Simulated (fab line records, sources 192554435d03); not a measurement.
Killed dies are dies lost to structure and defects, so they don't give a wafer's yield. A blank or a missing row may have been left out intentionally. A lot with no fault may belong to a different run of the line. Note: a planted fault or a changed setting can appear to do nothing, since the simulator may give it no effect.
The same fault as seen by 2 desks :: flow n5-finfet :: each desk has only its own numbers; what lay behind them comes last

## METROLOGY DESK
Lot by lot, what the gauges showed, no matter which tool ran the lot: averages of those sampled wafers that carry a number. Marked OUT: a lot whose mean sits more than 4 standard deviations from the usual mean, which makes it out of limits; the brackets give that distance. Shown here are 7 of its 10 readings, the ones lying furthest out on some lot.
Columns: A = DIBL_N at N5_BEOL_M4_RC_MEAS_101, usual 35.9 mV/V; B = DIBL_P at N5_BEOL_M4_RC_MEAS_101, usual 35.9 mV/V; C = IOFF_P at N5_BEOL_M4_RC_MEAS_101, usual 0.205 nA/um; D = ION_N at N5_BEOL_M4_RC_MEAS_101, usual 671 uA/um; E = SS_N at N5_BEOL_M4_RC_MEAS_101, usual 71.4 mV/dec; F = SS_P at N5_BEOL_M4_RC_MEAS_101, usual 73.2 mV/dec; G = VT_P at N5_BEOL_M4_RC_MEAS_101, usual -250.1 mV
lot: L140
first seen here: day 9 16:29
A: 36.6
B: 36.0
C: 0.233
D: 673
E: 71.8
F: 73.2
G: -247.3

lot: L144
first seen here: day 11 06:17
A: 37.1
B: 36.8
C: 0.217
D: 671
E: 71.7
F: 73.2
G: -247.9

lot: L145
first seen here: day 11 06:32
A: 35.7
B: 36.3
C: 0.190
D: 669
E: 71.4
F: 73.3
G: -250.6

lot: L156
first seen here: day 13 09:41
A: 36.3
B: 37.5
C: 0.203
D: 673
E: 71.3
F: 73.5
G: -250.5

lot: L158
first seen here: day 13 14:58
A: 35.0
B: 36.0
C: 0.210
D: 673
E: 71.5
F: 72.9
G: -251.6

lot: L157
first seen here: day 14 10:30
A: 37.6
B: 37.4
C: 0.211
D: 680
E: 72.1
F: 73.6
G: -251.1

lot: L159
first seen here: day 14 18:38
A: 37.3
B: 37.0
C: 0.225
D: 680
E: 71.5
F: 73.9
G: -248.9

lot: L160
first seen here: day 15 04:07
A: 36.2
B: 36.1
C: 0.205
D: 672
E: 71.5
F: 73.3
G: -251.1
This desk found nothing out of limits on any of the 8 lots.

## AT THE TOOL OWNER'S DESK: rie-diel-01
The tool's own readings at N5_BEOL_M0_SAQP_ETCH_73 (etches SiARC in CF4, target depth 19.5 nm, time 32.5 s): means of the sampled wafers that have a number, for each lot that ran on this tool. Marked OUT: a lot whose mean sits more than 4 standard deviations from the usual mean, which makes it out of limits; the brackets give that distance.
Columns: A = drypump-motor-current-A at N5_BEOL_M0_SAQP_ETCH_73, usual 5.7 A; B = etch-rf-on-time-s at N5_BEOL_M0_SAQP_ETCH_73, usual 32.5 s; C = oes-product-au at N5_BEOL_M0_SAQP_ETCH_73, usual 0.69 a.u.; D = rf-vpp-V at N5_BEOL_M0_SAQP_ETCH_73, usual 184.1 V; E = showerhead-plenum-p-Torr at N5_BEOL_M0_SAQP_ETCH_73, usual 2.16 Torr; F = throttle-valve-pct at N5_BEOL_M0_SAQP_ETCH_73, usual 15.55 %
lot: L144
first seen here: day 7 00:32
A: 6.0
B: 32.5
C: 0.71
D: 185.9
E: 2.24
F: 15.61

lot: L145
first seen here: day 7 06:37
A: 6.0
B: 33.1
C: 0.68
D: 184.0
E: 2.17
F: 15.60

lot: L157
first seen here: day 10 09:08
A: 6.0
B: 34.6 (+4.6) OUT
C: 0.73
D: 184.6
E: 2.25
F: 15.47

lot: L158
first seen here: day 10 13:38
A: 6.0
B: 34.5 (+4.4) OUT
C: 0.72
D: 185.4
E: 2.25
F: 15.48
Finding of this desk: L157, L158 out of limits; the first was L157 at day 10 09:08, on etch-rf-on-time-s at N5_BEOL_M0_SAQP_ETCH_73. L144, L145: within limits.

## TAKEN TOGETHER
The tool owner's desk could have raised an alarm at day 10 09:08, on L157, L158.
At the metrology desk, nothing out of limits was observed.
The metrology desk has L157, L158 on record, within its limits.
Every lot named ran N5_BEOL_M0_SAQP_ETCH_73 on rie-diel-01.

## WHAT THE SIMULATOR HAD PUT IN
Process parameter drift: rie-diel-01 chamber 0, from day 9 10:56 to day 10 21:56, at N5_BEOL_M0_SAQP_ETCH_73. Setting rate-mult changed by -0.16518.
Struck lots among those shown: L157, L158.
Delay in hours, fault start to first out-of-limits reading, by desk: the tool owner's desk at 22.
